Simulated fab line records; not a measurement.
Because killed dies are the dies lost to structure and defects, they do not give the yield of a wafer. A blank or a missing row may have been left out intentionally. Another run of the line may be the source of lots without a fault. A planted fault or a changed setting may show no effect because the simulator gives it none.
Chamber matching    flow n5_finfet    ald_sin-02 running N5_SDB_ALD_29: 4 sister chambers
The step deposits SiNx, target thk 30 nm, pulse time 1 s, ald cycles 600. 8 wafers are shown with their chamber, then 9 later ones without.

WAFERS WITH THEIR CHAMBER
wafer   chamber  heater_power_w (W)  precursor_pulse_height_rel
L078.4  3        803                 0.967
L079.1  3        779                 0.976
L083.2  1        813                 0.973
L083.3  2        803                 0.949
L083.4  0        803                 1.003
L087.2  0        808                 1.020
L087.4  2        787                 0.973
L087.6  1        794                 0.987

WAFERS WITHOUT THEIR CHAMBER
wafer   heater_power_w (W)  precursor_pulse_height_rel
L091.1  790                 0.990
L091.2  816                 1.003
L091.3  795                 0.999
L095.4  780                 1.014
L095.5  772                 0.993
L095.6  739                 1.001
L096.3  794                 0.997
L096.4  764                 1.039
L096.6  775                 0.980

CHAMBER TAKEN BY EACH
wafer   from the rows above                in truth
L091.1  can't be placed: 1 or 3 or 0 or 2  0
L091.2  can't be placed: 0 or 1            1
L091.3  can't be placed: 0 or 1 or 3 or 2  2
L095.4  can't be placed: 0 or 1 or 3       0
L095.5  can't be placed: 3 or 1 or 0 or 2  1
L095.6  can't be placed: 3 or 0 or 1 or 2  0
L096.3  can't be placed: 0 or 1 or 3 or 2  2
L096.4  can't be placed: 0 or 1 or 3       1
L096.6  can't be placed: 3 or 2 or 1       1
Correctly placed: 0 of 9. Can't be placed from these rows: 9 (the true chamber is among the candidates in 9). Number placed wrongly: 0.
How it was worked out, from the rows above alone: a wafer's distance from a chamber is the root of the sum, over the readings, of the square of ((its reading less the chamber's mean) divided by the reading's scatter). The wafer belongs to the nearest chamber; if the next one is less than 2 further off, it can't be placed. A chamber's mean is the mean of its shown wafers. The scatter: the root of (the sum of the squares of (reading less its chamber's mean) over the shown wafers, divided by (wafers less chambers)).
